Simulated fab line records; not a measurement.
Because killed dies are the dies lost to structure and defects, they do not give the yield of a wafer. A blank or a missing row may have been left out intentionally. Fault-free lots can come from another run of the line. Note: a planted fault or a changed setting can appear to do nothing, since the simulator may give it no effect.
8D (eight disciplines) problem report, filled in by code :: flow n5_finfet :: the parts of the form that need people (team, actions taken, sign-off) are left out

== 1. WHAT WENT WRONG ==
Wafers without a fault read 1500.1 rpm, standard deviation 0.88; spin_speed_rpm at N5_FIN_CUT_COAT_18 reads a mean of 1356.7 rpm on 6 wafers belonging to 2 lots. That is -99 or more standard deviations from the usual mean.
The step: time 60 s, resist thk 230 nm.
First seen on wafer L310.1, day 5 14:53, on litho_track-01. The record has a number at this step for 27 wafers belonging to 9 lots. The rule behind "out" and "out of limits": a value lying over 4 standard deviations away from the usual mean. All remaining wafers that have a number are taken as sound.

== 2. WHAT IT IS, WHAT IT ISN'T ==
question: which readings at this step
is: spin_speed_rpm
is not: -

question: which lots
is: L310, L312
is not: L296, L297, L299, L301, L304, L317, L318

question: which wafers of those lots
is: all that have a number
is not: -

question: read on which tools
is: litho_track-01
is not: litho_track-03, litho_track-04

question: when
is: from day 5 14:53
is not: up to then (15 sound wafers); but 6 sound wafers of L317, L318 came after

== 3. WHAT RULES OUT EACH SUSPECT ==
Counting: a tool at any process step up to the reading remains a suspect when it ran all the lots that are out and ran no sound lot after the first of those.
- rie_diel-01 at N5_FIN_SAQP_STRIP_77 (strips in N2/H2, time 90 s): kept. All lots that are out passed through it, beginning with L310 at day 5 14:24, and no sound lot followed; its final sound lot before that point was L304 at day 4 01:27.
- litho_track-01 at N5_FIN_CUT_COAT_18 (time 60 s, resist thk 230 nm): kept. All lots that are out passed through it, beginning with L310 at day 5 14:53, and no sound lot followed; its final sound lot before that point was L297 at day 2 08:37. Its own readings are out on those wafers: spin_speed_rpm.
The count leaves litho_track-01 at N5_FIN_CUT_COAT_18 and rie_diel-01 at N5_FIN_SAQP_STRIP_77.

== 4. THE CAUSE (what the simulator had put in) ==
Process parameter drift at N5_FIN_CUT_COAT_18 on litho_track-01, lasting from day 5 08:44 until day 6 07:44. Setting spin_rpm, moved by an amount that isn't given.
Counting leaves 2 suspects; this tool is one of them.

== 5. SEQUENCE OF EFFECTS, ordered by route ==
Each row: a reading whose mean over the struck wafers that have a number lies more than 3 standard deviations from the usual. Scope: only readings with a usual standard deviation given in the record; hours: median across lots of the time from each lot's start at the first step in this table that gives one to its start at this step; sigmas: change in usual standard deviations.
hours: 0
step: N5_FIN_CUT_COAT_18
reading: spin_speed_rpm
usual: 1500.1 rpm
on struck wafers: 1356.7
change: -143.4
sigmas: -99 or more
It contains these process steps:
- N5_FIN_CUT_COAT_18: time 60 s, resist thk 230 nm.
Later measuring or inspecting steps at which every struck wafer that the step has a row for has a number for every such reading, and none has moved that far: N5_BEOL_M4_RC_MEAS_101.

== 6. HOW IT WOULD HAVE BEEN CAUGHT EARLIER ==
The fault began at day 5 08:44; the first out-of-limits reading in this record came at day 5 14:53, 6 hours later.
